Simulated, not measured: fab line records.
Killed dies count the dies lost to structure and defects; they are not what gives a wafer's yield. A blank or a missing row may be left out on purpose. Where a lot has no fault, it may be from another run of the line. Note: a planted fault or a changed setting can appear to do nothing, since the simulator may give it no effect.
Chamber matching    flow n5 finfet    rie diel-02 running N5_HKMG_FIN_ETCH_35: 4 sister chambers
The step etches SOC in N2/H2, target depth 215.8 nm, time 243.4 s. 7 wafers are shown with their chamber, then 10 later ones without.

WAFERS PAIRED WITH THEIR CHAMBERS
wafer   chamber  drypump motor current A (A)  throttle valve pct (%)
L075.5  0        5.7                          18.30
L080.3  3        5.1                          17.73
L080.6  1        4.7                          18.01
L082.2  3        5.1                          17.73
L082.5  2        5.5                          17.70
L084.2  2        5.5                          17.72
L084.3  1        4.6                          17.99

WAFERS WITH NO CHAMBER GIVEN
wafer   drypump motor current A (A)  throttle valve pct (%)
L084.4  5.7                          18.33
L089.3  5.7                          18.35
L089.4  5.1                          17.75
L089.5  5.1                          17.75
L093.1  5.1                          17.76
L093.3  5.5                          17.75
L093.6  5.1                          17.78
L094.1  5.7                          18.38
L094.2  5.5                          17.72
L094.3  4.7                          18.03

THE CHAMBER EACH PASSED THROUGH
wafer   from the rows above  in truth
L084.4  0                    0
L089.3  0                    0
L089.4  3                    3
L089.5  3                    3
L093.1  3                    3
L093.3  2                    2
L093.6  3                    3
L094.1  0                    0
L094.2  2                    2
L094.3  1                    1
Correctly placed: 10 of 10. From these rows, 0 cannot be placed. Placed wrongly: 0.
How it was worked out, from the rows above alone: a wafer's distance from a chamber is the root of the sum, over the readings, of the square of ((its reading less the chamber's mean) divided by the reading's scatter). If the next closest chamber is less than 2 further off than the closest, the wafer can't be placed; otherwise it belongs to the closest. Each chamber's mean is taken over the wafers shown for it. How the scatter is found: for the shown wafers, subtract from each reading the mean of its chamber, square and add these, divide the total by (wafers less chambers), then take the root.
